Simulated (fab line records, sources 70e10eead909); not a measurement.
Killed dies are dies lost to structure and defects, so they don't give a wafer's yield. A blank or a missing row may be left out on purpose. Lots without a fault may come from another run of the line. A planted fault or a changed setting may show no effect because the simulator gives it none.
fab line records | flow nand_harc | part 2 of 2: steps 23 to 32 of 32
record lots=5 wafers=15 last_day=24
route steps=1159 shown A_STAIRCASE@671
lots that met no fault: from a run of the same line without faults
start_h: hours from the record's first day to the start of the lot's first wafer shown | wait_h: hours since the lot's step before | " the same as in the row above | L1.1+2: a row that stands for several wafers | - no value, or no start given | * or withheld: withheld | < > ~ a bound
route shown NAME@n: a module of which the file shows steps, and the number in the route of the first | usual: mean/standard deviation of fault-free wafers | same: alike in all rows | chamber/n: place in a boat | sites: the reading at each site | _std_site: their standard deviation | _edge_site: outer sites' mean less inner sites' | radius_mm: how far each site lies from the wafer's centre | mask NAME#n: copy n | behind: the tool/chamber that last shaped the wafer | hold: why the lot was held/for how many hours/how that ended | device: the transistor (n, p or np) that didn't switch | end of line: the same wafers' tests at the end of the route | a step without rows: its recipe alone | killed: dies lost to structure and defects at the first sort, not the wafer's yield | map: a wafer's dies, x killed, . not, _ none there
set.NAME: the setting as run; set.NAME@STEP: as run at that earlier step | model.NAME: the simulator's own value behind a step, which no gauge read
lots at some steps of the route; a table a step, a row a wafer
services: from which hour (start_h, from the record's first day; less than 0 if before it) a tool's chamber was out of use, for how many hours, and why
## steps
# step NHARC_A_STAIRCASE_PRECLEAN_318
# recipe time_s=* temp_c=50 bath_age_min=0 chemistry=SC1
# same time_s=*
# columns lot.wafer tool chamber start_h wait_h
L086.4+6+5 wet_bench-07 7,2,3 - -
L091.3+5+1 wet_bench-02 1,4,6 - -
L090.6+1+3 wet_bench-02 0,1,3 - -
L092.1+4+5 wet_bench-02 1,4,5 - -
L096.4+1+6 wet_bench-07 1,3,4 - -
# step NHARC_A_STAIRCASE_SRD_329
# columns lot.wafer tool chamber start_h wait_h
L086.4+6+5 wet_bench-07 7,2,3 - -
L091.3+5+1 wet_bench-02 1,4,6 - -
L090.6+1+3 wet_bench-02 0,1,3 - -
L092.1+4+5 wet_bench-02 1,4,5 - -
L096.4+1+6 wet_bench-07 1,3,4 - -
# step NHARC_A_STAIRCASE_ALD_415
# recipe target_thk_a=300 pulse_time_s=6 ald_cycles=300 temp_c=300 material=SiO2
# usual heater_power_w=462/44 precursor_pulse_height_rel=1.000/0.019
# columns lot.wafer tool chamber start_h wait_h heater_power_w precursor_pulse_height_rel since_wet_clean_h
L086.4 ald_hk-03 0 348.18 0.3 489 1.017 12
L086.6 " 3 " " 423 0.985 -
L086.5 " 0 " " 487 0.998 -
L091.1 ald_hk-03 0 368.90 0.5 484 0.987 32
L091.3 " 1 " " 455 1.006 33
L091.5 " 2 " " 514 0.969 -
L090.3 ald_hk-02 0 374.53 0.3 464 0.993 84
L090.1 " 1 " " 379 0.980 84
L090.6 " 3 " " 531 1.022 -
L092.1 ald_hk-04 0 374.80 0.3 420 0.977 1
L092.4 " 1 " " 455 1.010 1
L092.5 " 3 " " 486 1.018 -
L096.4 ald_hk-04 0 392.77 0.1 419 0.995 19
L096.1 " 3 " " 494 1.021 20
L096.6 " 1 " " 451 1.027 -
# step NHARC_A_STAIRCASE_ETCHBACK_416
# recipe target_depth_a=360 time_s=7.2 c4f8_flow_sccm=withheld o2_flow_sccm=8 ar_flow_sccm=withheld rf_w=600 bias_w=800 chemistry=C4F8/O2/Ar
# usual chamber_pressure_mTorr=25.000/0.022 oes_product_au=0.94/0.031 rf_fwd_power_W=585.7/2 rf_vpp_V=724/3.2
# same time_s=7.2
# columns lot.wafer tool chamber start_h wait_h chamber_pressure_mTorr oes_product_au rf_fwd_power_W rf_hours_counter_h rf_vpp_V
L086.4 rie_diel-11 0 - - 24.974 0.93 585.0 50 724
L086.5 " 1 " " 25.011 0.92 583.8 - 726
L086.6 " 2 " " 24.986 0.94 587.4 - 730
L091.3 rie_diel-04 1 - - 24.990 0.93 585.2 32 721
L091.1 " 0 " " 25.010 0.94 587.4 33 726
L091.5 " 1 " " 24.987 0.93 585.9 - 722
L090.3 rie_diel-11 1 - - 24.979 1.00 585.3 0 725
L090.1 " 2 " " 25.018 1.02 586.0 0 729
L090.6 " 1 " " 24.949 1.00 583.9 - 725
L092.1 rie_diel-11 1 - - 25.000 1.02 585.2 0 727
L092.4 " 3 " " 25.050 1.01 582.0 0 725
L092.5 " 2 " " 24.979 1.02 586.7 - 730
L096.1 rie_diel-05 0 - - 25.001 0.93 583.2 15 722
L096.4 " 1 " " 24.986 0.92 584.1 7 726
L096.6 " 1 " " 24.991 0.93 586.7 - 727
# step NHARC_A_STAIRCASE_STRIP_476
# recipe time_s=20 o2_flow_sccm=500 ar_flow_sccm=0 bias_w=0 chemistry=O2
# usual chamber_pressure_mTorr=60.01/0.052 drypump_motor_current_A=5.8/0.34 oes_product_au=1.006/0.0076 rf_vpp_V=57.9/0.87 showerhead_plenum_p_Torr=3.56/0.1 throttle_valve_pct=17.037/0.0087
# same time_s=20
# columns lot.wafer tool chamber start_h wait_h chamber_pressure_mTorr drypump_motor_current_A oes_product_au rf_hours_counter_h rf_vpp_V showerhead_plenum_p_Torr throttle_valve_pct
L086.4 rie_diel-11 0 350.10 0.1 60.03 5.3 1.018 50 59.3 3.51 17.033
L086.6 " 0 " " 60.03 5.3 1.009 - 57.8 3.51 17.050
L086.5 " 1 " " 60.01 5.5 1.005 - 59.2 3.59 17.027
L091.1 rie_diel-04 1 370.74 0.1 60.00 5.0 1.009 32 58.3 3.47 17.035
L091.3 " 3 " " 59.97 6.2 1.016 34 56.8 3.54 17.030
L091.5 " 2 " " 60.07 5.6 1.008 - 56.8 3.43 17.032
L090.3 rie_diel-11 3 376.65 0.2 60.09 5.9 1.004 0 57.9 3.60 17.032
L090.1 " 2 " " 60.01 6.1 1.008 0 57.8 3.74 17.059
L090.6 " 3 " " 60.04 5.9 1.002 - 56.1 3.60 17.026
L092.4 rie_diel-11 2 376.76 0.1 59.96 6.1 1.013 0 58.4 3.74 17.042
L092.1 " 3 " " 59.97 5.9 1.006 0 58.9 3.60 17.029
L092.5 " 0 " " 60.05 5.3 1.005 - 57.3 3.50 17.046
L096.1 rie_diel-05 0 394.94 0.1 60.02 6.1 1.008 15 58.2 3.53 17.034
L096.4 " 1 " " 60.01 6.0 0.993 7 58.4 3.64 17.045
L096.6 " 1 " " 60.10 6.0 0.993 - 57.2 3.64 17.042
# step NHARC_A_STAIRCASE_DEP_417
# recipe target_thk_a=600 step_coverage_pct=20 temp_c=400 target_thk_nm=60 flow_sccm=200 rf_w=450 material=Si3N4
# usual heater_power_w=792/150 rf_fwd_power_W=449.1/1.2
# columns lot.wafer tool chamber start_h wait_h heater_power_w rf_fwd_power_W since_wet_clean_h
L086.4 pecvd-01 2 350.38 - 727 447.9 -
L086.5 " 2 " " 717 447.1 -
L086.6 " 1 " " 1112 449.0 -
L091.1 pecvd-04 1 370.84 - 735 448.4 162
L091.3 " 2 " " 712 450.5 162
L091.5 " 1 " " 744 449.5 -
L090.1 pecvd-04 1 376.74 - 777 451.3 168
L090.3 " 0 " " 830 449.5 168
L090.6 " 2 " " 670 449.4 -
L092.1 pecvd-01 2 376.85 - 703 449.8 127
L092.4 " 2 " " 727 447.0 -
L092.5 " 2 " " 721 450.6 -
L096.1 pecvd-02 2 395.10 - 884 448.8 48
L096.4 " 2 " " 868 449.9 -
L096.6 " 1 " " 581 449.8 -
# step NHARC_A_STAIRCASE_WET_418
# recipe temp_c=160 target_depth_a=200 chemistry=H3PO4
# columns lot.wafer tool chamber start_h wait_h
L086.4+5+6 wet_h3po4-01 1 353.44 3.0
L091.1+3+5 wet_h3po4-02 1 373.90 -
L090.1+3+6 wet_h3po4-02 1 379.80 -
L092.1+4+5 wet_h3po4-02 0 379.80 2.9
L096.1+4+6 wet_h3po4-02 0 398.23 3.1
# step NHARC_A_STAIRCASE_PRECLEAN_419
# recipe time_s=* temp_c=50 bath_age_min=0 chemistry=SC1
# same time_s=*
# columns lot.wafer tool chamber start_h wait_h
L086.4+5+6 wet_bench-02 2,3,7 354.00 0.0
L091.1+5+3 wet_bench-07 1,3,4 374.48 0.0
L092.5+4+1 wet_bench-02 0,1,2 380.36 0.0
L090.3+1+6 wet_bench-07 2,4,5 380.37 0.0
L096.1+6+4 wet_bench-02 1,3,4 398.81 0.0
# step NHARC_A_STAIRCASE_SRD_421
# columns lot.wafer tool chamber start_h wait_h
L086.4+5+6 wet_bench-02 2,3,7 - -
L091.1+5+3 wet_bench-07 1,3,4 - -
L092.5+4+1 wet_bench-02 0,1,2 - -
L090.3+1+6 wet_bench-07 2,4,5 - -
L096.1+6+4 wet_bench-02 1,3,4 - -
# step NHARC_A_STAIRCASE_ALD_420
# recipe target_thk_a=200 pulse_time_s=6 ald_cycles=200 temp_c=300 material=SiO2
# usual heater_power_w=470/47 precursor_pulse_height_rel=0.999/0.018
# columns lot.wafer tool chamber start_h wait_h heater_power_w precursor_pulse_height_rel since_wet_clean_h
L086.4 ald_hk-03 3 354.62 - 435 1.007 18
L086.6 " 0 " " 491 0.980 -
L086.5 " 1 " " 453 1.040 -
L091.3 ald_hk-03 2 375.58 - 527 1.004 39
L091.1 " 3 " " 414 1.006 39
L091.5 " 3 " " 431 0.966 -
L092.1 ald_hk-03 2 380.50 - 543 1.019 44
L092.4 " 3 " " 429 0.989 44
L092.5 " 3 " " 424 1.020 -
L090.1 ald_hk-04 3 381.00 - 486 1.026 7
L090.3 " 0 " " 429 0.999 7
L090.6 " 2 " " 431 0.988 -
L096.1 ald_hk-02 3 399.10 - 530 0.987 108
L096.4 " 1 " " 385 1.011 109
L096.6 " 3 " " 529 1.014 -
## services
# columns tool chamber start_h hours kind
rie_diel-05 0 319.83 - clean
rie_diel-05 1 319.83 - clean
rie_diel-05 1 323.17 52.0 repair
ald_hk-04 - 324.43 1.1 repair
ald_hk-03 - 329.62 1.4 repair
pecvd-02 - 334.17 13.0 pm
krf_scanner-03 - 340.00 4.0 pm
litho_track-02 - 340.00 7.0 pm
rie_diel-05 - 341.01 9.0 pm
krf_scanner-01 - 343.04 0.4 repair
krf_scanner-01 - 344.06 4.6 repair
acl_dep-02 - 350.14 13.0 pm
rie_diel-11 3 350.25 3.7 repair
wet_bench-02 - 356.00 8.0 pm
wet_h3po4-02 - 359.06 8.0 pm
litho_track-07 - 364.00 7.0 pm
rie_diel-11 - 366.62 9.0 pm
pecvd-04 - 377.01 13.0 pm
krf_scanner-02 - 379.99 0.3 repair
pecvd-02 0 382.01 24.5 repair
krf_scanner-02 - 382.04 4.0 pm
litho_track-03 - 388.00 7.0 pm
wet_h3po4-02 - 388.81 1.3 repair
wet_bench-01 - 389.60 8.0 pm
